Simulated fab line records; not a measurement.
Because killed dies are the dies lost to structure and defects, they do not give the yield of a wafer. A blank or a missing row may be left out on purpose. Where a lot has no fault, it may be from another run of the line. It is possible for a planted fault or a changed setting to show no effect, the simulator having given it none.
The tool behind it: which one? + flow n5-finfet + 11 lots, 31 wafers sampled, at 3 steps of a route of 1938

== WHAT EACH GAUGE READ, for each wafer ==
N5_BEOL_M5_CD_MEAS_35: target cd 28 nm, target cd y 24 nm. Usual: cd-nm 28.20 nm, standard deviation 0.26.
| lot  | measured     | on        | cd-nm (nm)        | flag |
|------|--------------|-----------|-------------------|------|
| L333 | day 7 16:46  | cd-sem-03 | 28.17 28.41 28.20 |      |
| L334 | day 8 13:25  | cd-sem-01 | 27.50 27.98 28.09 |      |
| L336 | day 8 20:37  | cd-sem-03 | 28.03 28.40 28.38 |      |
| L337 | day 8 23:40  | cd-sem-02 | 28.75 28.58 28.16 |      |
| L338 | day 9 08:25  | cd-sem-01 | 28.30 28.26 28.22 |      |
| L340 | day 10 00:43 | cd-sem-01 | 27.97 28.28 28.54 |      |
| L342 | day 10 03:22 | cd-sem-01 | 28.42 28.43 28.39 |      |
| L344 | day 10 16:18 | cd-sem-01 | 28.33 28.27 28.47 |      |
| L347 | day 11 21:16 | cd-sem-01 | 28.20 28.16       |      |
| L350 | day 12 10:42 | cd-sem-02 | 28.06 27.88       |      |
| L355 | day 13 13:12 | cd-sem-01 | 28.40 28.21 28.41 |      |

== EACH LOT AND THE TOOL THAT RAN IT (in order: tool; ch and the chambers of the sampled wafers; start) ==
| lot  | N5_BEOL_M5_ETCH_41                            | N5_BEOL_M5_STRIP_91                           |
|------|-----------------------------------------------|-----------------------------------------------|
| L333 | rie-diel-03 ch 0,1,3, day 7 16:46 or earlier  | rie-diel-03 ch 0,1,3, day 7 16:46 or earlier  |
| L334 | rie-diel-03 ch 0,2, day 8 13:25 or earlier    | rie-diel-03 ch 0,2, day 8 13:25 or earlier    |
| L336 | rie-diel-02 ch 0,1, day 8 20:37 or earlier    | rie-diel-02 ch 0,1, day 8 20:37 or earlier    |
| L337 | rie-diel-03 ch 1,2, day 8 23:40 or earlier    | rie-diel-03 ch 1,2, day 8 23:40 or earlier    |
| L338 | rie-diel-06 ch 0,2, day 9 08:25 or earlier    | rie-diel-06 ch 0,2, day 9 08:25 or earlier    |
| L340 | rie-diel-03 ch 0,1,3, day 10 00:43 or earlier | rie-diel-03 ch 0,1,3, day 10 00:43 or earlier |
| L342 | rie-diel-02 ch 0,2,3, day 10 03:22 or earlier | rie-diel-02 ch 0,2,3, day 10 03:22 or earlier |
| L344 | rie-diel-03 ch 1,2, day 10 16:18 or earlier   | rie-diel-03 ch 1,2, day 10 16:18 or earlier   |
| L347 | rie-diel-06 ch 2, day 11 21:16 or earlier     | rie-diel-06 ch 2, day 11 21:16 or earlier     |
| L350 | rie-diel-02 ch 2,3, day 12 10:42 or earlier   | rie-diel-02 ch 2,3, day 12 10:42 or earlier   |
| L355 | rie-diel-02 ch 1,2, day 13 13:12 or earlier   | rie-diel-02 ch 1,2, day 13 13:12 or earlier   |
- N5_BEOL_M5_ETCH_41: etches SiCN in CH3F/O2, target depth 31.5 nm, time 56.7 s.
- N5_BEOL_M5_STRIP_91: strips in N2/H2, time 10 s.

== AS READ BY THE TOOLS THEMSELVES (means over the sampled wafers that have a number; for cases with no such wafer, the mark the record gives instead) ==
N5_BEOL_M5_ETCH_41. Usual: drypump-motor-current-A 5.9 A, standard deviation 0.45; oes-product-au 0.81 a.u., standard deviation 0.081; rf-vpp-V 297.7 V, standard deviation 1.7; showerhead-plenum-p-Torr 2.02 Torr, standard deviation 0.081; throttle-valve-pct 16.30 %, standard deviation 0.23.
| lot  | tool        | drypump-motor-current-A (A) | oes-product-au (a.u.) | rf-vpp-V (V) | showerhead-plenum-p-Torr (Torr) | throttle-valve-pct (%) | flag |
|------|-------------|-----------------------------|-----------------------|--------------|---------------------------------|------------------------|------|
| L333 | rie-diel-03 | 6.0                         | 0.78                  | 297.1        | 2.01                            | 16.48                  |      |
| L334 | rie-diel-03 | 5.7                         | 0.80                  | 295.9        | 1.93                            | 16.31                  |      |
| L336 | rie-diel-02 | 6.1                         | 0.81                  | 299.6        | 2.10                            | 16.01                  |      |
| L337 | rie-diel-03 | 5.7                         | 0.74                  | 298.2        | 2.03                            | 16.50                  |      |
| L338 | rie-diel-06 | 5.5                         | 0.80                  | 297.7        | 2.02                            | 16.32                  |      |
| L340 | rie-diel-03 | 6.0                         | 0.85                  | 297.2        | 2.00                            | 16.36                  |      |
| L342 | rie-diel-02 | 5.9                         | 0.82                  | 298.2        | 2.05                            | 16.30                  |      |
| L344 | rie-diel-03 | 5.7                         | 0.73                  | 297.8        | 2.02                            | 16.53                  |      |
| L347 | rie-diel-06 | 5.2                         | 0.84                  | 298.5        | 2.03                            | 16.27                  |      |
| L350 | rie-diel-02 | 5.9                         | 0.80                  | 297.8        | 2.01                            | 16.48                  |      |
| L355 | rie-diel-02 | 6.2                         | 0.71                  | 297.3        | 2.01                            | 16.31                  |      |

N5_BEOL_M5_STRIP_91. Usual: drypump-motor-current-A 5.9 A, standard deviation 0.45; oes-product-au 0.81 a.u., standard deviation 0.08; rf-vpp-V 59.4 V, standard deviation 0.86; showerhead-plenum-p-Torr 2.56 Torr, standard deviation 0.1; throttle-valve-pct 23.7 %, standard deviation 0.34.
| lot  | tool        | drypump-motor-current-A (A) | oes-product-au (a.u.) | rf-vpp-V (V) | showerhead-plenum-p-Torr (Torr) | throttle-valve-pct (%) | flag |
|------|-------------|-----------------------------|-----------------------|--------------|---------------------------------|------------------------|------|
| L333 | rie-diel-03 | 5.9                         | 0.77                  | 59.3         | 2.55                            | 23.9                   |      |
| L334 | rie-diel-03 | 5.8                         | 0.80                  | 58.6         | 2.46                            | 23.9                   |      |
| L336 | rie-diel-02 | 6.1                         | 0.81                  | 60.0         | 2.67                            | 23.3                   |      |
| L337 | rie-diel-03 | 5.7                         | 0.74                  | 58.6         | 2.58                            | 24.1                   |      |
| L338 | rie-diel-06 | 5.5                         | 0.80                  | 58.6         | 2.55                            | 23.7                   |      |
| L340 | rie-diel-03 | 6.0                         | 0.85                  | 59.1         | 2.54                            | 23.7                   |      |
| L342 | rie-diel-02 | 5.9                         | 0.82                  | 60.0         | 2.59                            | 23.6                   |      |
| L344 | rie-diel-03 | 5.7                         | 0.72                  | 59.8         | 2.57                            | 24.1                   |      |
| L347 | rie-diel-06 | 5.2                         | 0.84                  | 59.0         | 2.56                            | 23.7                   |      |
| L350 | rie-diel-02 | 5.9                         | 0.80                  | 58.7         | 2.55                            | 23.8                   |      |
| L355 | rie-diel-02 | 6.2                         | 0.72                  | 59.0         | 2.56                            | 23.5                   |      |

== THE ANSWER, worked out from the rows above alone ==
Rule: take the mean of a lot's wafers that have a number; if it is more than 3 standard deviations from the usual mean, the lot is off. A lot without any number at a reading at which 4 lots or more have one is off too. The other lots that the step has rows for count as sound. After the gauges, taken in route order, come the tools' own readings; for these a lot's mean is taken, as printed above. The first step at which some lot is off is used, and at that step the reading that is off furthest; a lot without a number counts as furthest.
Nothing can be told from this: no lot is off at any reading shown.

== WHAT THE SIMULATOR HAD PUT IN ==
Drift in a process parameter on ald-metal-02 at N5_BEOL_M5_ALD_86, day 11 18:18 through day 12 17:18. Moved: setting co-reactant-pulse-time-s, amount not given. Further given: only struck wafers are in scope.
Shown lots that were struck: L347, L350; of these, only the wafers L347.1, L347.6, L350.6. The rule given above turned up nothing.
